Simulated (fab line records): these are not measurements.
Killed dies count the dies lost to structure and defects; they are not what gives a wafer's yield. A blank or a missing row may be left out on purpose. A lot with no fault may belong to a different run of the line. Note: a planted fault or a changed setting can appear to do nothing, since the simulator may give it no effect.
Lot-split experiment :: flow n5-finfet :: 21 wafers read across 7 lots, on a route 1938 steps long

## SPLIT DETAILS
At N5_BEOL_M11_ETCH_62 (etches SOC in N2/H2, target depth 110 nm, overetch 22 nm, time 165 s), the setting time-s was moved away from the recipe's 165 s on 7 of the 21 wafers read, by -17.3% to +18.4%. The other wafers ran this setting at the recipe's value.

The reading is taken at the split's own step.

## THE READING
SiARC_of_BEOL_M11_COAT_60.thk-nm (the simulator's own value, which no gauge read), in nm, at N5_BEOL_M11_ETCH_62 (etches SOC in N2/H2, target depth 110 nm, overetch 22 nm, time 165 s). The file does not state a usual value for it. The 14 wafers here that ran the recipe average 23.6 nm, standard deviation 0.22 nm.

wafer: L076.3
tool, chamber at the split: rie-diel-06, 2
time-s as run, s: 175.6
against the recipe: +6.4%
SiARC_of_BEOL_M11_COAT_60.thk-nm, nm: 23
against lot-mates on the recipe: -0.8

wafer: L076.4
tool, chamber at the split: rie-diel-06, 0
time-s as run, s: 175.6
against the recipe: +6.4%
SiARC_of_BEOL_M11_COAT_60.thk-nm, nm: 23.2
against lot-mates on the recipe: -0.6

wafer: L076.5
tool, chamber at the split: rie-diel-06, 1
time-s as run, s: 165
against the recipe: recipe
SiARC_of_BEOL_M11_COAT_60.thk-nm, nm: 23.8
against lot-mates on the recipe: -

wafer: L077.1
tool, chamber at the split: rie-diel-06, 0
time-s as run, s: 165
against the recipe: recipe
SiARC_of_BEOL_M11_COAT_60.thk-nm, nm: 23.8
against lot-mates on the recipe: -

wafer: L077.3
tool, chamber at the split: rie-diel-06, 2
time-s as run, s: 165
against the recipe: recipe
SiARC_of_BEOL_M11_COAT_60.thk-nm, nm: 23.6
against lot-mates on the recipe: -

wafer: L077.4
tool, chamber at the split: rie-diel-06, 1
time-s as run, s: 165
against the recipe: recipe
SiARC_of_BEOL_M11_COAT_60.thk-nm, nm: 24
against lot-mates on the recipe: -

wafer: L078.1
tool, chamber at the split: rie-diel-06, 0
time-s as run, s: 142.9
against the recipe: -13.4%
SiARC_of_BEOL_M11_COAT_60.thk-nm, nm: 24.4
against lot-mates on the recipe: +0.8

wafer: L078.4
tool, chamber at the split: rie-diel-06, 3
time-s as run, s: 142.9
against the recipe: -13.4%
SiARC_of_BEOL_M11_COAT_60.thk-nm, nm: 24.2
against lot-mates on the recipe: +0.6

wafer: L078.6
tool, chamber at the split: rie-diel-06, 0
time-s as run, s: 165
against the recipe: recipe
SiARC_of_BEOL_M11_COAT_60.thk-nm, nm: 23.6
against lot-mates on the recipe: -

wafer: L079.1
tool, chamber at the split: rie-diel-03, 2
time-s as run, s: 136.4
against the recipe: -17.3%
SiARC_of_BEOL_M11_COAT_60.thk-nm, nm: 24.2
against lot-mates on the recipe: +0.8

wafer: L079.2
tool, chamber at the split: rie-diel-03, 1
time-s as run, s: 165
against the recipe: recipe
SiARC_of_BEOL_M11_COAT_60.thk-nm, nm: 23.6
against lot-mates on the recipe: -

wafer: L079.3
tool, chamber at the split: rie-diel-03, 0
time-s as run, s: 165
against the recipe: recipe
SiARC_of_BEOL_M11_COAT_60.thk-nm, nm: 23.2
against lot-mates on the recipe: -

wafer: L085.1
tool, chamber at the split: rie-diel-06, 0
time-s as run, s: 194.1
against the recipe: +17.6%
SiARC_of_BEOL_M11_COAT_60.thk-nm, nm: 22.4
against lot-mates on the recipe: -1.2

wafer: L085.3
tool, chamber at the split: rie-diel-06, 1
time-s as run, s: 165
against the recipe: recipe
SiARC_of_BEOL_M11_COAT_60.thk-nm, nm: 23.8
against lot-mates on the recipe: -

wafer: L085.4
tool, chamber at the split: rie-diel-06, 3
time-s as run, s: 165
against the recipe: recipe
SiARC_of_BEOL_M11_COAT_60.thk-nm, nm: 23.4
against lot-mates on the recipe: -

wafer: L083.3
tool, chamber at the split: rie-diel-06, 0
time-s as run, s: 165
against the recipe: recipe
SiARC_of_BEOL_M11_COAT_60.thk-nm, nm: 23.8
against lot-mates on the recipe: -

wafer: L083.6
tool, chamber at the split: rie-diel-06, 0
time-s as run, s: 165
against the recipe: recipe
SiARC_of_BEOL_M11_COAT_60.thk-nm, nm: 23.8
against lot-mates on the recipe: -

wafer: L083.5
tool, chamber at the split: rie-diel-06, 2
time-s as run, s: 165
against the recipe: recipe
SiARC_of_BEOL_M11_COAT_60.thk-nm, nm: 23.6
against lot-mates on the recipe: -

wafer: L092.2
tool, chamber at the split: rie-diel-06, 2
time-s as run, s: 165
against the recipe: recipe
SiARC_of_BEOL_M11_COAT_60.thk-nm, nm: 23.2
against lot-mates on the recipe: -

wafer: L092.4
tool, chamber at the split: rie-diel-06, 1
time-s as run, s: 165
against the recipe: recipe
SiARC_of_BEOL_M11_COAT_60.thk-nm, nm: 23.6
against lot-mates on the recipe: -

wafer: L092.5
tool, chamber at the split: rie-diel-06, 2
time-s as run, s: 195.3
against the recipe: +18.4%
SiARC_of_BEOL_M11_COAT_60.thk-nm, nm: 22.2
against lot-mates on the recipe: -1.2

THE FIT
A straight line over all 21 wafers: SiARC_of_BEOL_M11_COAT_60.thk-nm changes by -0.0592 nm for each +1% of time-s; r = -0.91; the points scatter about the line by 0.24 nm.
The same after taking each lot's own level away (the mean of its wafers on the recipe; 21 wafers): -0.0608 nm for each +1%; r = -0.95; scatter 0.18 nm.
On that fit, the largest move of time-s shifts the reading by 1.1 nm.
The lots' own levels span 23.40 to 23.80 nm, that is 1.8 times the standard deviation above.
The two slopes are in agreement: the lot-to-lot level therefore moves the slope only a little.
Check: for one of the wafers moved furthest among these (+18.4%), held out of the fit, the line's prediction against its lot-mates is -1.17 nm. It came out at -1.2 nm against them.

## FURTHER SPLITS ON THESE WAFERS
Other splits were also applied to these wafers ahead of the reading. Each is held against what the fit with the lots' levels taken away leaves over:
other split on the same wafers: N5_BEOL_M11_EXPOSE_08 dose-mj
wafers away from the commonest value: 8
r with SiARC_of_BEOL_M11_COAT_60.thk-nm (lot level and that fit taken away): +0.15

## THE WHOLE CHAIN: every reading that the file lists as answering this split, in the file's order
step: N5_BEOL_M11_ETCH_62
what it does: etches SOC in N2/H2, target depth 110 nm, overetch 22 nm, time 165 s
reading: SiARC_of_BEOL_M11_COAT_60.thk-nm (the simulator's own value, which no gauge read)
change (the file's fit): -0.0607 nm for each +1% of the setting
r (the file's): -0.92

step: N5_BEOL_M11_HM_OPEN_17
what it does: chemistry Cl2/BCl3, target TiN, target depth 20 nm, overetch 6 nm
reading: etch.depth-nm (the simulator's own value, which no gauge read)
change (the file's fit): not straight: 19.69 at the lowest setting, 20.07 at the recipe, 17.07 at the highest
r (the file's): not given

## THE FILE'S OWN FIT
SiARC_of_BEOL_M11_COAT_60.thk-nm changes by -0.0607 nm for each +1% of time-s, r = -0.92.
